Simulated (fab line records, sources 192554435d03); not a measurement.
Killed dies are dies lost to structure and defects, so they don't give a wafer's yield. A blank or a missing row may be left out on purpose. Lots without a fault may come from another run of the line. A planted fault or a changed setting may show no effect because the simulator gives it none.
Which tool did it? | flow n5_finfet | 24 lots, 72 wafers sampled, at 2 steps of a route of 1938

WHAT THE GAUGES READ, wafer by wafer
N5_BEOL_M5_OVL_MEAS_29. Usual: V4_OVL -0.2 nm, standard deviation 0.61.
lot  | measured     | on         | V4_OVL (nm)    | flag
L076 | day 9 14:05  | overlay-02 | -0.6 -0.6 0.0  |
L074 | day 9 20:35  | overlay-02 | -0.3 -0.2 0.0  |
L075 | day 9 22:50  | overlay-02 | -0.3 0.4 -0.3  |
L077 | day 9 22:56  | overlay-02 | -0.7 -1.0 -1.0 |
L078 | day 10 21:44 | overlay-02 | 1.0 0.1 0.4    |
L080 | day 10 23:27 | overlay-01 | 0.3 0.2 -0.7   |
L081 | day 11 00:10 | overlay-01 | -0.1 0.9 1.0   |
L079 | day 11 00:20 | overlay-02 | -0.9 -0.6 -1.1 |
L082 | day 11 07:41 | overlay-01 | 0.9 0.4 0.2    |
L083 | day 12 02:14 | overlay-02 | -0.3 -0.4 -0.4 |
L084 | day 12 05:52 | overlay-01 | -0.1 0.1 0.8   |
L087 | day 12 11:19 | overlay-01 | -1.0 -1.2 -0.2 |
L086 | day 12 11:25 | overlay-02 | -0.1 -0.7 -1.2 |
L085 | day 12 14:29 | overlay-01 | -0.8 -0.3 0.1  |
L089 | day 13 16:48 | overlay-01 | 0.7 -0.4 -0.9  |
L088 | day 13 23:06 | overlay-01 | -0.8 1.0 0.6   |
L091 | day 13 23:38 | overlay-02 | 0.5 -0.1 -0.6  |
L090 | day 13 23:49 | overlay-02 | -0.4 -0.4 0.1  |
L092 | day 14 04:45 | overlay-01 | -0.6 -0.5 -0.7 |
L094 | day 14 09:01 | overlay-01 | -0.7 0.4 0.0   |
L093 | day 14 13:47 | overlay-02 | -1.3 -0.6 -0.9 |
L095 | day 15 03:38 | overlay-02 | -0.6 -0.1 0.0  |
L096 | day 15 05:57 | overlay-01 | -1.0 -0.1 -0.7 |
L097 | day 15 09:09 | overlay-02 | 1.1 0.7 0.8    |

N5_BEOL_M5_OCD_MEAS_38. Usual: trench_depth_nm 71.2 nm, standard deviation 1.2.
lot  | measured     | on     | trench_depth_nm (nm) | flag
L076 | day 9 14:36  | ocd-02 | 69.3 70.3 70.8       |
L074 | day 9 21:06  | ocd-02 | 73.5 73.1 72.5       |
L075 | day 9 23:21  | ocd-01 | 70.3 69.9 70.1       |
L077 | day 9 23:51  | ocd-02 | 70.7 70.9 72.4       |
L078 | day 10 22:36 | ocd-01 | 73.0 71.1 71.2       |
L080 | day 10 23:59 | ocd-01 | 69.5 71.6 71.0       |
L081 | day 11 00:41 | ocd-02 | 69.4 71.6 69.5       |
L079 | day 11 01:04 | ocd-01 | 69.8 69.3 70.3       |
L082 | day 11 08:16 | ocd-02 | 71.9 72.0 72.2       |
L083 | day 12 02:52 | ocd-02 | 69.5 72.6 69.5       |
L084 | day 12 06:22 | ocd-01 | 72.6 72.2 72.3       |
L087 | day 12 11:55 | ocd-01 | 71.5 72.7 72.4       |
L086 | day 12 12:07 | ocd-01 | 71.9 70.6 72.3       |
L085 | day 12 15:14 | ocd-02 | 71.2 72.8 71.5       |
L089 | day 13 17:22 | ocd-02 | 70.6 71.0 71.2       |
L088 | day 13 23:42 | ocd-01 | 70.7 72.1 70.1       |
L091 | day 14 00:09 | ocd-01 | 71.0 70.5 71.7       |
L090 | day 14 00:20 | ocd-01 | 70.2 71.1 70.2       |
L092 | day 14 05:16 | ocd-02 | 71.0 73.2 71.8       |
L094 | day 14 09:41 | ocd-02 | 71.2 70.6 70.8       |
L093 | day 14 14:17 | ocd-02 | 70.9 71.2 71.7       |
L095 | day 15 04:25 | ocd-01 | 71.2 72.1 70.8       |
L096 | day 15 06:27 | ocd-02 | 72.0 72.4 71.6       |
L097 | day 15 09:40 | ocd-01 | 71.3 71.5 70.9       |

WHICH TOOL RAN EACH LOT (tool, then ch and the chambers of the sampled wafers, then the start)
The record holds no process step before these readings.

WHAT THE TOOLS THEMSELVES READ (means of the sampled wafers that have a number; where no wafer has one, the mark that the record gives instead)
The record holds no such reading with a usual standard deviation.

THE ANSWER, worked out from the rows above alone
Rule: a lot is off if the mean of its wafers that have a number lies more than 3 standard deviations from the usual mean. A lot without any number at a reading at which 4 lots or more have one is off too. The other lots that the step has rows for count as sound. The gauges are gone through in route order, then the tools' own readings, and for those a lot's mean is taken as printed above. The first step at which some lot is off is used, and at that step the reading that is off furthest; a lot without a number counts as furthest.
No lot is off at any reading shown: from this, nothing can be told.

WHAT THE SIMULATOR HAD PUT IN
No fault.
